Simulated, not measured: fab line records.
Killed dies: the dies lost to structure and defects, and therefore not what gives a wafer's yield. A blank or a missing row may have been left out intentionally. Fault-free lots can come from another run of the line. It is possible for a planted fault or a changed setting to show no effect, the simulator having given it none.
A struck lot beside a sound one | flow n5_finfet | 16 steps out of a route of 1938
Sound: wafers L896.1, L896.4, L896.5. Wafers struck: L900.3, L900.4, L900.6. The cause is named last.
For every step that has rows: the tool of each side, followed by ch and its chambers, followed by its first start. Under that, the readings that differ: sound wafers | struck wafers | difference of the means | sigmas: that difference in standard deviations of wafers without a fault.
alike: words and numbers the same on both sides, and readings whose means are apart by under 2 such deviations; not compared: readings that were withheld, readings missing a value for some wafer, numbers with overlapping values and no deviation given by the record, and bounds like >300 which may hide the same value.
Wherever a step has rows on one side only, a row that says differs or no value, or a row with sigmas, the two part there. Numbers that don't overlap but have no deviation are shown without sigmas and don't part them. A reading missing from all wafers of one side parts the sides only when that side holds two or more wafers.

first, 7 steps without rows for these wafers: N5_BEOL_M4_COAT_73 (time 60 s, resist thk 5 nm); N5_BEOL_M4_COAT_05 (resist thk 30 nm); N5_BEOL_M4_EBR_07; N5_BEOL_M4_SOFTBAKE_06 (time 60 s); N5_BEOL_M4_EXPOSE_08 (exposes mask M4); N5_BEOL_M4_PEB_09 (peb time 60 s); N5_BEOL_M4_DEVELOP_10 (develop time 30 s).
N5_BEOL_M4_CD_MEAS_11: target cd 16.79 nm.
  sound on cd_sem-01 ch 0, day 7 16:27; struck on cd_sem-01 ch 0, day 9 01:46
  alike: cd_nm
N5_BEOL_M4_OVL_MEAS_12:
  sound on overlay-01 ch 0, day 7 16:29; struck on overlay-02 ch 0, day 9 01:49
  alike: M4_OVL
N5_BEOL_M4_INSPECT_13: inspects for defects (brightfield).
  sound on defect_inspect-01, day 7 16:32; struck on defect_inspect-02, day 9 01:52
  alike: raw_defect_count
N5_BEOL_M4_DESCUM_16: chemistry O2, time 7 s.
  sound on rie_diel-05 ch 0,1,3, day 7 16:38; struck on rie_diel-05 ch 2,3, day 9 01:55
  alike: drypump_motor_current_A, oes_product_au, rf_vpp_V, showerhead_plenum_p_Torr, throttle_valve_pct
  not compared: rf_hours_counter_h
N5_BEOL_M4_ETCH_74: etches underlayer in N2/H2, target depth 6.5 nm, time 5.2 s.
  sound on rie_diel-05 ch 0,1,3, day 7 16:41; struck on rie_diel-05 ch 2,3, day 9 01:57
  alike: drypump_motor_current_A, etch_rf_on_time_s, oes_product_au, rf_vpp_V, showerhead_plenum_p_Torr, throttle_valve_pct
  not compared: rf_hours_counter_h
N5_BEOL_M4_ETCH_63: etches SiARC in CF4, target depth 15.6 nm, time 26 s.
  sound on rie_diel-05 ch 0,1,3, day 7 16:41; struck on rie_diel-05 ch 2,3, day 9 01:59
  reading               | sound          | struck         | difference | sigmas
  etch_rf_on_time_s (s) | 26.2 25.8 26.9 | 17.3 16.9 16.9 | -9.3       | -24
  oes_product_au (a.u.) | 0.61 0.73 0.59 | 0.78 0.89 0.89 | +0.21      | +3
  alike: drypump_motor_current_A, mfc_ar_sccm, rf_vpp_V, showerhead_plenum_p_Torr, throttle_valve_pct
  not compared: rf_hours_counter_h
N5_BEOL_M4_ETCH_64: etches SOC in N2/H2, target depth 75 nm, overetch 22.5 nm, time 121.9 s.
  sound on rie_diel-05 ch 0,1,3, day 7 16:43; struck on rie_diel-05 ch 2,3, day 9 02:04
  alike: drypump_motor_current_A, oes_product_au, rf_vpp_V, showerhead_plenum_p_Torr, throttle_valve_pct
  not compared: rf_hours_counter_h
N5_BEOL_M4_RC_MEAS_101:
  sound on prober-01 ch 0, day 7 23:08; struck on prober-02 ch 0, day 9 18:50
  alike: DIBL_N, DIBL_P, IOFF_N, IOFF_P, ION_N, ION_P, SS_N, SS_P, VT_N, VT_P
-- a jump in the record: the struck wafers' starts before and after are 4 days apart (it breaks off in module BEOL_M4 and resumes in module PASSIVATION, where the first step shown is number 1936 of the route) --
N5_PASSIVATION_PROBE_49:
  the record has rows for the struck wafers here (prober-02, day 14 06:50) and none for the sound ones

## WHERE THEY PART
Last at N5_PASSIVATION_PROBE_49 as far as this record goes, first at N5_BEOL_M4_ETCH_63.

WHY: what had been put in by the simulator
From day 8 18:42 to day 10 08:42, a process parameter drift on rie_diel-05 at N5_BEOL_M4_ETCH_63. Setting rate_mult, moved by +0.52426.
